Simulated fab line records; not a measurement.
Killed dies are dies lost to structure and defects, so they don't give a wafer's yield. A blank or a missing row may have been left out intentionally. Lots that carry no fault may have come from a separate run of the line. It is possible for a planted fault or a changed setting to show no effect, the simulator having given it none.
Split-lot experiment / flow n5_finfet / 21 wafers read from 7 lots, route of 1938 steps

== THE SPLIT ==
At N5_PASSIVATION_AL_DEP_21 (deposits Al, target thk 2800 nm, time 170 s), the setting time_s was moved away from the recipe's 170 s on 8 of the 21 wafers read, by -12.8% to +14.7%. This setting was run at the recipe's value on the other wafers.

The reading is taken at the split's own step.

== THE READING ==
Al_of_PASSIVATION_AL_DEP_21.thk_nm (the simulator's own value, which no gauge read), in nm, at N5_PASSIVATION_AL_DEP_21 (deposits Al, target thk 2800 nm, time 170 s). The file gives no usual value for it. Here, 13 wafers ran the recipe; their average is 2782 nm with a standard deviation of 19 nm.

wafer=L080.1; tool, chamber at the split=pvd_sputter-01, -; time_s as run, s=170; against the recipe=recipe; Al_of_PASSIVATION_AL_DEP_21.thk_nm, nm=2783; against lot-mates on the recipe=-
wafer=L080.2; tool, chamber at the split=pvd_sputter-01, -; time_s as run, s=195; against the recipe=+14.7%; Al_of_PASSIVATION_AL_DEP_21.thk_nm, nm=3215; against lot-mates on the recipe=+432
wafer=L080.4; tool, chamber at the split=pvd_sputter-01, -; time_s as run, s=195; against the recipe=+14.7%; Al_of_PASSIVATION_AL_DEP_21.thk_nm, nm=3238; against lot-mates on the recipe=+455
wafer=L079.2; tool, chamber at the split=pvd_sputter-01, -; time_s as run, s=170; against the recipe=recipe; Al_of_PASSIVATION_AL_DEP_21.thk_nm, nm=2817; against lot-mates on the recipe=-
wafer=L079.3; tool, chamber at the split=pvd_sputter-01, -; time_s as run, s=150; against the recipe=-11.8%; Al_of_PASSIVATION_AL_DEP_21.thk_nm, nm=2498; against lot-mates on the recipe=-319
wafer=L079.4; tool, chamber at the split=pvd_sputter-01, -; time_s as run, s=150; against the recipe=-11.8%; Al_of_PASSIVATION_AL_DEP_21.thk_nm, nm=2490; against lot-mates on the recipe=-327
wafer=L085.2; tool, chamber at the split=pvd_sputter-02, -; time_s as run, s=153.9; against the recipe=-9.5%; Al_of_PASSIVATION_AL_DEP_21.thk_nm, nm=2521; against lot-mates on the recipe=-261
wafer=L085.4; tool, chamber at the split=pvd_sputter-02, -; time_s as run, s=170; against the recipe=recipe; Al_of_PASSIVATION_AL_DEP_21.thk_nm, nm=2771; against lot-mates on the recipe=-
wafer=L085.6; tool, chamber at the split=pvd_sputter-02, -; time_s as run, s=170; against the recipe=recipe; Al_of_PASSIVATION_AL_DEP_21.thk_nm, nm=2793; against lot-mates on the recipe=-
wafer=L094.2; tool, chamber at the split=pvd_sputter-01, -; time_s as run, s=170; against the recipe=recipe; Al_of_PASSIVATION_AL_DEP_21.thk_nm, nm=2773; against lot-mates on the recipe=-
wafer=L094.5; tool, chamber at the split=pvd_sputter-01, -; time_s as run, s=170; against the recipe=recipe; Al_of_PASSIVATION_AL_DEP_21.thk_nm, nm=2776; against lot-mates on the recipe=-
wafer=L094.6; tool, chamber at the split=pvd_sputter-01, -; time_s as run, s=170; against the recipe=recipe; Al_of_PASSIVATION_AL_DEP_21.thk_nm, nm=2803; against lot-mates on the recipe=-
wafer=L093.2; tool, chamber at the split=pvd_sputter-02, -; time_s as run, s=170; against the recipe=recipe; Al_of_PASSIVATION_AL_DEP_21.thk_nm, nm=2785; against lot-mates on the recipe=-
wafer=L093.3; tool, chamber at the split=pvd_sputter-02, -; time_s as run, s=170; against the recipe=recipe; Al_of_PASSIVATION_AL_DEP_21.thk_nm, nm=2794; against lot-mates on the recipe=-
wafer=L093.4; tool, chamber at the split=pvd_sputter-02, -; time_s as run, s=186.7; against the recipe=+9.8%; Al_of_PASSIVATION_AL_DEP_21.thk_nm, nm=3055; against lot-mates on the recipe=+266
wafer=L095.2; tool, chamber at the split=pvd_sputter-01, -; time_s as run, s=170; against the recipe=recipe; Al_of_PASSIVATION_AL_DEP_21.thk_nm, nm=2754; against lot-mates on the recipe=-
wafer=L095.4; tool, chamber at the split=pvd_sputter-01, -; time_s as run, s=170; against the recipe=recipe; Al_of_PASSIVATION_AL_DEP_21.thk_nm, nm=2764; against lot-mates on the recipe=-
wafer=L095.5; tool, chamber at the split=pvd_sputter-01, -; time_s as run, s=170; against the recipe=recipe; Al_of_PASSIVATION_AL_DEP_21.thk_nm, nm=2752; against lot-mates on the recipe=-
wafer=L097.1; tool, chamber at the split=pvd_sputter-02, -; time_s as run, s=148.3; against the recipe=-12.8%; Al_of_PASSIVATION_AL_DEP_21.thk_nm, nm=2428; against lot-mates on the recipe=-371
wafer=L097.3; tool, chamber at the split=pvd_sputter-02, -; time_s as run, s=148.3; against the recipe=-12.8%; Al_of_PASSIVATION_AL_DEP_21.thk_nm, nm=2432; against lot-mates on the recipe=-367
wafer=L097.6; tool, chamber at the split=pvd_sputter-02, -; time_s as run, s=170; against the recipe=recipe; Al_of_PASSIVATION_AL_DEP_21.thk_nm, nm=2799; against lot-mates on the recipe=-

THE FIT
A straight line over all 21 wafers: Al_of_PASSIVATION_AL_DEP_21.thk_nm changes by +27.9 nm for each +1% of time_s; r = +1.00; the points scatter about the line by 22 nm.
The same after taking each lot's own level away (the mean of its wafers on the recipe; 21 wafers): +28.8 nm for each +1%; r = +1.00; scatter 12 nm.
On that fit, the largest move of time_s shifts the reading by 4.2e+02 nm.
Across the lots, their own levels run from 2756.7 to 2817.0 nm, a range of 3.3 times the standard deviation given above.
So the lot-to-lot level changes the slope little: the two slopes agree.
Check: for one of the wafers moved furthest among these (+14.7%), held out of the fit, the line's prediction against its lot-mates is +425 nm. It came out at +432 nm against them.

== FURTHER SPLITS ON THESE WAFERS ==
Other splits were also applied to these wafers ahead of the reading. Each is held against what the fit with the lots' levels taken away leaves over:
other split on the same wafers=N5_PASSIVATION_PASS_ETCH_74 source_w; wafers away from the commonest value=5; r with Al_of_PASSIVATION_AL_DEP_21.thk_nm (lot level and that fit taken away)=+0.26

== THE WHOLE CHAIN: every reading that the file lists as answering this split, in the file's order ==
step=N5_PASSIVATION_AL_DEP_21; what it does=deposits Al, target thk 2800 nm, time 170 s; reading=Al_of_PASSIVATION_AL_DEP_21.thk_nm (the simulator's own value, which no gauge read); change (the file's fit)=+28.6 nm for each +1% of the setting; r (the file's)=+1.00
step=N5_PASSIVATION_PROBE_49; what it does=; reading=killed_at_other; change (the file's fit)=not straight: 1 at the lowest setting, 4 at the recipe, 12 at the highest; r (the file's)=not given

== THE FILE'S OWN FIT ==
Al_of_PASSIVATION_AL_DEP_21.thk_nm changes by +28.6 nm for each +1% of time_s, r = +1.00.
